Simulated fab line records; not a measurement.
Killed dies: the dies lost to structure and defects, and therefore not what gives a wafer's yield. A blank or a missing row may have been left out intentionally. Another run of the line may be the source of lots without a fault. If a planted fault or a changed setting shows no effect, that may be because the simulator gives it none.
The same fault as seen by 3 desks + flow n5Finfet + what lay behind the numbers comes last; until then each desk has only its own

## AT THE METROLOGY DESK
Lot by lot, what the gauges showed, no matter which tool ran the lot: averages of those sampled wafers that carry a number. A lot is out of limits, marked OUT, if its mean lies more than 4 standard deviations from the usual mean; the brackets give that distance.
Columns: A = cdNm at N5_BEOL_M15_CD_MEAS_28, usual 406.6 nm; B = M15_OVL at N5_BEOL_M15_OVL_MEAS_29, usual -3 nm
| lot  | first seen here | A     | B   |
|------|-----------------|-------|-----|
| L449 | day 12 10:30    | 406.0 | -10 |
| L450 | day 12 19:11    | 404.8 | -6  |
| L459 | day 15 11:07    | 408.4 | -2  |
| L462 | day 15 20:21    | 407.7 | -2  |
| L464 | day 16 09:03    | 404.2 | -1  |
Finding of this desk: none of the 5 lots has anything out of limits.

## THE DEFECT DESK
Per lot, the means of the sampled wafers with a number show what the inspections along the route counted. A lot is out of limits, marked OUT, if its mean lies more than 4 standard deviations from the usual mean; the brackets give that distance.
Columns: A = rawDefectCount at N5_BEOL_M15_INSPECT_30, usual 2.2
| lot  | first seen here | A   |
|------|-----------------|-----|
| L449 | day 12 10:34    | 1.3 |
| L450 | day 12 19:14    | 2.3 |
| L459 | day 15 11:10    | 2.7 |
| L462 | day 15 20:24    | 2.0 |
| L464 | day 16 09:06    | 1.7 |
Finding of this desk: none of the 5 lots has anything out of limits.

## TOOL OWNER'S DESK, rieDiel-03
The tool's own readings at N5_BEOL_M15_ETCH_38 (etches SiCN in CF4/N2, target depth 106.4 nm, time 120.5 s): means of the sampled wafers that have a number, for each lot that ran on this tool. A lot is out of limits, marked OUT, if its mean lies more than 4 standard deviations from the usual mean; the brackets give that distance.
Columns: A = drypumpMotorCurrentA at N5_BEOL_M15_ETCH_38, usual 5.9 A; B = oesProductAu at N5_BEOL_M15_ETCH_38, usual 0.79 a.u.; C = rfVppV at N5_BEOL_M15_ETCH_38, usual 382.0 V; D = showerheadPlenumPTorr at N5_BEOL_M15_ETCH_38, usual 2.20 Torr; E = throttleValvePct at N5_BEOL_M15_ETCH_38, usual 15.42 %
| lot  | first seen here | A   | B    | C     | D    | E     |
|------|-----------------|-----|------|-------|------|-------|
| L459 | day 15 13:20    | 6.0 | 0.72 | 380.2 | 2.14 | 15.66 |
This desk's finding: nothing out of limits on the one lot.

## PUT TOGETHER
Nothing out of limits was seen by the metrology desk.
Nothing out of limits was seen by the defect desk.
The tool owner's desk saw nothing out of limits.

## WHAT WAS PUT IN BY THE SIMULATOR
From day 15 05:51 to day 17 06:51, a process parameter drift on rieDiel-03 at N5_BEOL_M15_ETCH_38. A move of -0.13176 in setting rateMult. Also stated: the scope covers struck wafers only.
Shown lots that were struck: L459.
